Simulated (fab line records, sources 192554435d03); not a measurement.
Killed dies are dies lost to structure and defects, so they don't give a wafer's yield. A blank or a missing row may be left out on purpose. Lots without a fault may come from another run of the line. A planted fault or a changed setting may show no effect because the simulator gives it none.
Chamber matching | flow n5_finfet | N5_MOL_CONTACT_COAG_CMP_52 on cmp-02: 4 sister chambers
The step polishes, stops on SiO2, t overpolish 1.5 s, target thk 66.5 nm. 8 wafers are shown with their chamber, then 8 later ones without.

WAFERS WITH THEIR CHAMBER
wafer  | chamber | motor_current_A (A) | overpolish_run_s (s)
L086.2 | 2       | 12.4                | 1.499
L086.4 | 0       | 14.9                | 1.508
L090.2 | 0       | 14.9                | 1.512
L090.6 | 3       | 13.9                | 1.492
L092.1 | 2       | 12.5                | 1.505
L092.3 | 3       | 13.4                | 1.497
L092.6 | 1       | 12.2                | 1.517
L093.3 | 1       | 12.5                | 1.503

WAFERS WITHOUT THEIR CHAMBER
wafer  | motor_current_A (A) | overpolish_run_s (s)
L093.5 | 14.9                | 1.494
L093.6 | 12.6                | 1.508
L094.2 | 14.5                | 1.499
L094.3 | 12.2                | 1.495
L094.6 | 12.6                | 1.489
L097.3 | 12.3                | 1.505
L097.5 | 12.0                | 1.506
L097.6 | 14.8                | 1.491

WHICH CHAMBER EACH WENT THROUGH
wafer  | from the rows above     | in truth
L093.5 | 0                       | 0
L093.6 | can't be placed: 1 or 2 | 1
L094.2 | can't be placed: 0 or 3 | 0
L094.3 | can't be placed: 2 or 1 | 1
L094.6 | can't be placed: 2 or 1 | 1
L097.3 | can't be placed: 2 or 1 | 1
L097.5 | can't be placed: 1 or 2 | 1
L097.6 | 0                       | 0
Placed correctly: 2 of 8. Can't be placed from these rows: 6 (the true chamber is among the candidates in 6). Placed wrongly: 0.
How it was worked out, from the rows above alone: a wafer's distance from a chamber is the root of the sum, over the readings, of the square of ((its reading less the chamber's mean) divided by the reading's scatter). The wafer belongs to the nearest chamber; if the next one is less than 2 further off, it can't be placed. A chamber's mean is the mean of its shown wafers. The scatter: the root of (the sum of the squares of (reading less its chamber's mean) over the shown wafers, divided by (wafers less chambers)).
